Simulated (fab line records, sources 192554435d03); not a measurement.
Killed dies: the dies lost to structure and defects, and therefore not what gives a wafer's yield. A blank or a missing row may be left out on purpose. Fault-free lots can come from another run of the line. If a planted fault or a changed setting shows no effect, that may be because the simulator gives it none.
Matching of chambers | flow n5-finfet | rie-diel-02 running N5_MOL_CONTACT_COAG_ETCH_67: 4 sister chambers
The step etches SOC in N2/H2, target depth 60 nm, overetch 21 nm, time 101.2 s. 16 wafers are shown with their chamber, then 8 later ones without.

== WAFERS WITH THEIR CHAMBER ==
wafer  | chamber | showerhead-plenum-p-Torr (Torr) | throttle-valve-pct (%) | rf-vpp-V (V)
L074.4 | 2       | 2.50                            | 17.98                  | 522.7
L074.5 | 1       | 2.58                            | 17.58                  | 524.1
L074.6 | 0       | 2.40                            | 17.97                  | 518.8
L077.1 | 1       | 2.58                            | 17.55                  | 524.2
L077.2 | 0       | 2.39                            | 17.97                  | 521.0
L077.6 | 3       | 2.53                            | 17.79                  | 524.6
L081.3 | 1       | 2.58                            | 17.60                  | 523.6
L081.5 | 1       | 2.58                            | 17.60                  | 524.0
L081.6 | 3       | 2.53                            | 17.83                  | 522.8
L087.1 | 3       | 2.52                            | 17.84                  | 523.1
L087.2 | 2       | 2.49                            | 17.59                  | 522.3
L087.3 | 0       | 2.71                            | 17.54                  | 529.8
L088.1 | 0       | 2.71                            | 17.55                  | 528.2
L088.2 | 3       | 2.52                            | 17.85                  | 523.4
L088.6 | 3       | 2.52                            | 17.85                  | 522.4
L091.1 | 0       | 2.71                            | 17.55                  | 529.1

SIGNATURES (averages over the wafers above)
reading                  | chamber 0 | chamber 1 | chamber 2 | chamber 3 | scatter within a chamber
showerhead-plenum-p-Torr | 2.5840    | 2.5800    | 2.4950    | 2.5240    | 0.0997
throttle-valve-pct       | 17.7160   | 17.5825   | 17.7850   | 17.8320   | 0.157
rf-vpp-V                 | 525.380   | 523.975   | 522.500   | 523.260   | 2.98
Rule: distance of a wafer from a chamber = root of the sum over the readings of ((wafer's reading minus chamber's mean) / reading's scatter) squared. The wafer belongs to the nearest chamber; if the next one is less than 2 further off, it can't be placed. The scatter: the root of (the sum of the squares of (reading less its chamber's mean) over the shown wafers, divided by (wafers less chambers)).

== WAFERS WITHOUT THEIR CHAMBER ==
wafer  | showerhead-plenum-p-Torr (Torr) | throttle-valve-pct (%) | rf-vpp-V (V)
L091.2 | 2.49                            | 17.61                  | 522.1
L091.3 | 2.52                            | 17.84                  | 521.8
L094.4 | 2.70                            | 17.55                  | 529.2
L094.5 | 2.48                            | 17.59                  | 522.0
L094.6 | 2.52                            | 17.88                  | 523.3
L095.1 | 2.52                            | 17.87                  | 523.7
L095.4 | 2.70                            | 17.56                  | 528.6
L095.5 | 2.52                            | 17.88                  | 523.6

== CHAMBER TAKEN BY EACH ==
wafer  | from the rows above               | in truth
L091.2 | can't be placed: 1 or 2 or 3 or 0 | 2
L091.3 | can't be placed: 2 or 3 or 0 or 1 | 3
L094.4 | can't be placed: 0 or 1 or 3 or 2 | 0
L094.5 | can't be placed: 1 or 2 or 3 or 0 | 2
L094.6 | can't be placed: 3 or 2 or 0 or 1 | 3
L095.1 | can't be placed: 3 or 2 or 0 or 1 | 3
L095.4 | can't be placed: 0 or 1 or 3 or 2 | 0
L095.5 | can't be placed: 3 or 2 or 0 or 1 | 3
Correct placement for 0 of the 8. Unplaceable from these rows: 8, with the true chamber sitting among the candidates in 8. Number placed wrongly: 0.
